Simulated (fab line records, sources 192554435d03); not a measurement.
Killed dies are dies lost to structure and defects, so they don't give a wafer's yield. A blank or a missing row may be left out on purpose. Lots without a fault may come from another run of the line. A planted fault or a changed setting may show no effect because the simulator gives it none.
A struck lot beside a sound one | flow n5_finfet | 14 steps out of a route of 1938
Sound: wafers L569.1, L569.3, L569.4. Struck: wafer L566.4. (L566.1, L566.5 of the same lot were not struck and are left out.) The cause comes at the end.
At each step with rows: each side's tool, then ch and its chambers, then its first start. Under that, the readings that differ: sound wafers | struck wafers | difference of the means | sigmas: that difference in standard deviations of wafers without a fault.
alike: readings whose means differ by less than 2 such deviations, and words and numbers that are the same on both sides. not compared: withheld readings, readings that some wafer has no value for, bounds like >300 that may hide the same value, and numbers for which the record gives no deviation and whose values overlap.
The two part at a step that has a row with sigmas, a row that says differs or no value, or rows on one side only. Numbers that don't overlap but have no deviation are shown without sigmas and don't part them. A reading that every wafer of one side lacks parts them only if that side has two wafers or more.

N5_BEOL_M5_OVL_MEAS_29:
  sound on overlay-02 ch 0, day 14 22:58; struck on overlay-02 ch 0, day 15 06:38
  reading     | sound          | struck | difference | sigmas
  V4_OVL (nm) | -0.3 -1.1 -1.1 | 0.8    | +1.6       | +2
N5_BEOL_M5_INSPECT_30: inspects for defects (brightfield).
  sound on defect_inspect-01, day 14 23:02; struck on defect_inspect-01, day 15 06:42
  alike: raw_defect_count
N5_BEOL_M5_DESCUM_33: chemistry O2, time 7 s.
  sound on rie_diel-04 ch 0,1,2, day 14 23:41; struck on rie_diel-06 ch 0, day 15 07:41
  reading                     | sound       | struck | difference | sigmas
  drypump_motor_current_A (A) | 5.3 6.3 5.8 | 4.9    | -0.9       | -2
  alike: oes_product_au, rf_vpp_V, showerhead_plenum_p_Torr, throttle_valve_pct
  not compared: rf_hours_counter_h
N5_BEOL_M5_ETCH_75: etches underlayer in N2/H2, target depth 6.5 nm, time 5.2 s.
  sound on rie_diel-04 ch 0,1,2, day 14 23:43; struck on rie_diel-06 ch 0, day 15 07:43
  reading                     | sound       | struck | difference | sigmas
  drypump_motor_current_A (A) | 5.2 6.2 5.8 | 4.9    | -0.8       | -2
  alike: etch_rf_on_time_s, oes_product_au, rf_fwd_power_W, rf_vpp_V, showerhead_plenum_p_Torr, throttle_valve_pct
  not compared: rf_hours_counter_h
then, 1 step without rows for these wafers: N5_BEOL_M5_ETCH_67 (etches SiARC in CF4, target depth 15.6 nm, time 26 s).
N5_BEOL_M5_ETCH_68: etches SOC in N2/H2, target depth 80 nm, overetch 16 nm, time 120 s.
  sound on rie_diel-04 ch 0,1,2, day 14 23:46; struck on rie_diel-06 ch 0, day 15 07:46
  reading                     | sound       | struck | difference | sigmas
  drypump_motor_current_A (A) | 5.3 6.3 5.8 | 4.9    | -0.9       | -2
  alike: oes_product_au, rf_fwd_power_W, rf_vpp_V, showerhead_plenum_p_Torr, throttle_valve_pct
  not compared: rf_hours_counter_h
then, 2 steps without rows for these wafers: N5_BEOL_M5_STRIP_69 (strips in N2/H2); N5_BEOL_M5_STRIP_76 (strips in N2/H2).
N5_BEOL_M5_VIA_ETCH_34: etches SiCOH lowk in C4F6/O2, target depth 88.3 nm, time 39.2 s.
  sound on rie_diel-04 ch 0,1,2, day 14 23:52; struck on rie_diel-06 ch 0, day 15 07:52
  reading                     | sound       | struck | difference | sigmas
  drypump_motor_current_A (A) | 5.2 6.3 5.8 | 4.9    | -0.9       | -2
  alike: mfc_ar_sccm, oes_product_au, rf_fwd_power_W, rf_vpp_V, showerhead_plenum_p_Torr, throttle_valve_pct
  not compared: rf_hours_counter_h
then, 1 step without rows for these wafers: N5_BEOL_M5_STRIP_85 (strips in C4F6/O2).
N5_BEOL_M5_STRIP_36: strips in N2/H2.
  sound on rie_diel-04 ch 0,1,2, day 14 23:55; struck on rie_diel-06 ch 0, day 15 07:55
  reading                     | sound       | struck | difference | sigmas
  drypump_motor_current_A (A) | 5.3 6.3 5.8 | 4.9    | -0.9       | -2
  alike: oes_product_au, rf_vpp_V, showerhead_plenum_p_Torr, throttle_valve_pct
  not compared: rf_hours_counter_h
then, 1 step without rows for these wafers: N5_BEOL_M5_TRENCH_ETCH_37 (etches SiCOH lowk in C4F6/O2, target depth 71.652 nm, time 24.7 s).
N5_BEOL_M5_ETCH_41: etches SiCN in CH3F/O2, target depth 31.5 nm, time 56.7 s.
  sound on rie_diel-04 ch 0,1,2, day 14 23:59; struck on rie_diel-06 ch 0, day 15 07:59
  reading                     | sound             | struck | difference | sigmas
  drypump_motor_current_A (A) | 5.3 6.3 5.8       | 4.9    | -0.9       | -2
  rf_fwd_power_W (W)          | 392.2 392.0 389.6 | 298.9  | -92.4      | -71
  rf_vpp_V (V)                | 298.4 300.7 297.1 | 323.1  | +24.4      | +14
  model.etch.depth_nm (nm)    | 20.67 21.93 21.5  | 19.24  | -2.13      |
  alike: mfc_ar_sccm, oes_product_au, showerhead_plenum_p_Torr, throttle_valve_pct
  not compared: rf_hours_counter_h
then, 1 step without rows for these wafers: N5_BEOL_M5_STRIP_91 (strips in N2/H2, time 10 s).

WHERE THEY PART
First at N5_BEOL_M5_OVL_MEAS_29; last, within this record, at N5_BEOL_M5_ETCH_41.

WHY: what the simulator had put in
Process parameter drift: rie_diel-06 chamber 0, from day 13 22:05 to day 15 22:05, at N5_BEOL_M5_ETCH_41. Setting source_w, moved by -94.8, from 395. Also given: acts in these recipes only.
